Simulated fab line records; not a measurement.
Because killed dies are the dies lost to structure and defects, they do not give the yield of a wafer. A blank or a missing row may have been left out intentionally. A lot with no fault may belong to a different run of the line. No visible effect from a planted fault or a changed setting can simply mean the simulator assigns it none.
Chamber matching ; flow nand-harc ; 4 sister chambers for NHARC_A_CHANNEL_FILL_D2_CMP_10 on cmp-01
The step polishes, target thk 150 nm. 8 wafers are shown with their chamber, then 12 later ones without.

WAFERS PAIRED WITH THEIR CHAMBERS
wafer;chamber;motor-current-A (A);time-to-endpoint-s (s)
L083.2;2;12.7;14.6
L084.4;2;12.8;14.8
L085.2;3;12.8;16.3
L085.4;1;10.9;16.5
L085.6;0;13.4;16.9
L088.3;0;14.0;19.0
L088.4;1;11.1;20.1
L088.5;3;13.1;20.3

WAFERS WITHOUT THEIR CHAMBER
wafer;motor-current-A (A);time-to-endpoint-s (s)
L091.1;13.3;17.1
L091.5;13.2;19.0
L091.6;13.5;20.6
L092.1;12.7;15.9
L092.2;11.2;14.4
L092.5;14.1;15.4
L094.1;12.1;17.3
L094.2;14.0;15.1
L094.6;11.4;13.4
L097.1;14.0;15.2
L097.3;12.9;17.9
L097.6;12.6;17.9

EACH ONE'S CHAMBER
wafer;from the rows above;in truth
L091.1;can't be placed: 3 or 0 or 2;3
L091.5;can't be placed: 3 or 0 or 2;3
L091.6;can't be placed: 0 or 3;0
L092.1;can't be placed: 2 or 3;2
L092.2;1;1
L092.5;0;0
L094.1;can't be placed: 2 or 3 or 1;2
L094.2;0;0
L094.6;1;1
L097.1;0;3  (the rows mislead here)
L097.3;can't be placed: 3 or 2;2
L097.6;can't be placed: 3 or 2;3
4 of 12 placed correctly. From these rows, 7 cannot be placed; in 7 the true chamber is one of the candidates. Placed wrongly: 1.
How it was worked out, from the rows above alone: a wafer's distance from a chamber is the root of the sum, over the readings, of the square of ((its reading less the chamber's mean) divided by the reading's scatter). The wafer belongs to the nearest chamber; if the next one is less than 2 further off, it can't be placed. For every chamber, the mean is computed from those of its wafers that are shown. How the scatter is found: for the shown wafers, subtract from each reading the mean of its chamber, square and add these, divide the total by (wafers less chambers), then take the root.
